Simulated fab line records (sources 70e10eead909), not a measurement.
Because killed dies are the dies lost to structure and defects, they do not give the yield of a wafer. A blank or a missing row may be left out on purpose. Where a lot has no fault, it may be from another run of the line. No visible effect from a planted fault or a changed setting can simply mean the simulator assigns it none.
8D (eight disciplines) problem report, filled in by code ; flow nandHarc ; the parts of the form that need people (team, actions taken, sign-off) are left out

## 1. THE ISSUE
killedAtArray at NHARC_END_SORT_01 reads a mean of 673 on 2 wafers of 2 lots; wafers without a fault read 47 with a standard deviation of 18. That is +35 standard deviations from the usual mean.
First seen on wafer L605.4, day 29 15:38, on prober-01. At this step, 6 wafers from 2 lots have a number in the record. Rule for "out" (also "out of limits"): further than 4 standard deviations from the usual mean. Any other wafer with a number is counted as sound.

## 2. WHAT THIS IS AND IS NOT
question;is;is not
which readings at this step;killedAtArray, killedDies;killedAtOther, killedAtPeriphery, killedOpen, killedShort
which lots;L605, L606;-
which wafers of those lots;L605.4, L606.4;L605.2, L605.6, L606.3, L606.6
read on which gauges;prober-01, prober-02;-
when;from day 29 15:38;"up to then (2 sound wafers); but 2 sound wafers of L605, L606 came after"

## 3. SUSPECTS, AND WHAT RULES EACH OUT
Counting: a tool at a process step up to the reading stays a suspect if it ran every lot that is out. Sound lots after the first of them don't rule it out here, since some wafers of a struck lot are sound.
- the gauge at NHARC_END_SORT_01: ruled out. 2 gauges (prober-01, prober-02) read the wafers that are out.
- rieDiel-13 at NHARC_A_SLIT_ETCH_15 (etches the open film in O2/COS, target depth 6200 nm, time 1612 s): kept. It ran every lot that is out, first L605 (day 24 19:20). Its own readings are out on those wafers: runLengthS.
The count leaves rieDiel-13 at NHARC_A_SLIT_ETCH_15.

## 4. THE CAUSE (what the simulator had put in)
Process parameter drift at NHARC_A_SLIT_ETCH_15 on rieDiel-13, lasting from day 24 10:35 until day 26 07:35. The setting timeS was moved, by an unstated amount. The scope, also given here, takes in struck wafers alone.
This tool alone remained once counting was done.

## 5. THE CHAIN OF EFFECTS, in route order
One row per reading whose mean, taken over the struck wafers that have a number, lies over 3 standard deviations from the usual. Scope: only readings with a usual standard deviation given in the record; hours: median across lots of the time from each lot's start at the first step in this table that gives one to its start at this step; sigmas: change in usual standard deviations.
hours;step;reading;usual;on struck wafers;change;sigmas
0;NHARC_A_SLIT_ETCH_15;runLengthS;1633.2 s;1138.3;-494.9;-99 or more
116;NHARC_END_SORT_01;killedAtArray;47;673;+626;+35
116;NHARC_END_SORT_01;killedDies;52;677;+625;+35
Process steps it contains:
- NHARC_A_SLIT_ETCH_15: etches the open film in O2/COS, target depth 6200 nm, time 1612 s.

## 6. WHAT WOULD HAVE CAUGHT IT SOONER
The first out-of-limits reading at a measuring or inspecting step in this record came at day 29 15:38, 125 hours after the fault's start at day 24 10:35.
At NHARC_A_SLIT_ETCH_15, the tool's own readings (runLengthS) were out on each struck wafer the step has a row for, so an alarm limit on them would have fired on the first such wafer.
By day 29 15:38, every lot that is out (2) had started NHARC_A_SLIT_ETCH_15 on rieDiel-13. A hold on the tool at that time would have spared none of them.
